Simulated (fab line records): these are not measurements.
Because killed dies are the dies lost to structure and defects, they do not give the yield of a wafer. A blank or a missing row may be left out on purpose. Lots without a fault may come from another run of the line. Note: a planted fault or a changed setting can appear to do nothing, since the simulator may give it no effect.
A struck lot beside a sound one / flow nand harc / 14 steps out of a route of 1302
Sound: wafers L662.1, L662.2, L662.6. Struck: wafer L664.3. (L664.6 of the same lot was not struck and is left out.) The cause comes at the end.
Order at every step that has rows: each side's tool, ch and its chambers, its first start. Under that, the readings that differ: sound wafers / struck wafers / difference of the means / sigmas: that difference in standard deviations of wafers without a fault.
alike: words and numbers the same on both sides, and readings whose means are apart by under 2 such deviations; not compared: readings that were withheld, readings missing a value for some wafer, numbers with overlapping values and no deviation given by the record, and bounds like >300 which may hide the same value.
The two part at a step that has a row with sigmas, a row that says differs or no value, or rows on one side only. When numbers do not overlap yet have no deviation, they are printed without sigmas and do not part them. A reading that every wafer of one side lacks parts them only if that side has two wafers or more.

first, 2 steps without rows for these wafers: NHARC_A_SOURCE_PLATE_SRD_01; NHARC_A_SOURCE_PLATE_OXIDE_02 (material SiO2, target thk 10 nm, ox time 1362 s).
NHARC_A_SOURCE_PLATE_THK_MEAS_09: measures by ellipsometry.
  struck on film metro-02, day 10 08:23; sound on film metro-01, day 8 23:54
  alike: thk nm
then, 3 steps without rows for these wafers: NHARC_A_SOURCE_PLATE_PVD_04 (deposits WSi2, target thk 50 nm); NHARC_A_SOURCE_PLATE_CVD_03 (deposits poly-Si, target thk 200 nm, time 4000 s); NHARC_A_SOURCE_PLATE_ANNEAL_05 (time 1800 s).
NHARC_A_SOURCE_PLATE_THK_MEAS_06: measures by ellipsometry.
  struck on film metro-01, day 10 22:01; sound on film metro-01, day 9 12:46
  alike: thk nm
NHARC_A_SOURCE_PLATE_INSPECT_08:
  struck on defect inspect-02, day 10 22:05; sound on defect inspect-02, day 9 12:50
  alike: raw defect count
following that, 1 step holds no rows for these wafers, namely NHARC_A_ONON_D1_DEP_00 (target thickness 1000 nm).
NHARC_A_ONON_D1_THK_MEAS_02: measures by ellipsometry.
  struck on film metro-01, day 10 22:40; sound on film metro-02, day 9 13:24
  alike: thk nm
NHARC_A_ONON_D1_DEP_03: target thk 1000 nm.
  sound on pecvd onon-02 ch 0, day 9 13:28; struck on pecvd onon-02 ch 0, day 10 22:50
NHARC_A_ONON_D1_THK_MEAS_05: measures by ellipsometry.
  struck on film metro-02, day 10 23:14; sound on film metro-02, day 9 13:58
reading=thk nm (nm); sound=995 996 996; struck=1365; difference=+369; sigmas=+45
following that, 1 step holds no rows for these wafers, namely NHARC_A_ONON_D1_DEP_06 (target thickness 1000 nm).
-- jump in the record: it breaks off in module A_ONON_D1 and resumes in module END (first step shown: number 1302 of the route), and 18 days separate the struck wafers' starts before and after --
NHARC_END_SORT_01:
  the record has rows for the struck wafers here (prober-01 ch 0, day 28 13:22) and none for the sound ones

## WHERE THEY PART
First at NHARC_A_ONON_D1_THK_MEAS_05; last, within this record, at NHARC_END_SORT_01.

WHY: the cause the simulator had injected
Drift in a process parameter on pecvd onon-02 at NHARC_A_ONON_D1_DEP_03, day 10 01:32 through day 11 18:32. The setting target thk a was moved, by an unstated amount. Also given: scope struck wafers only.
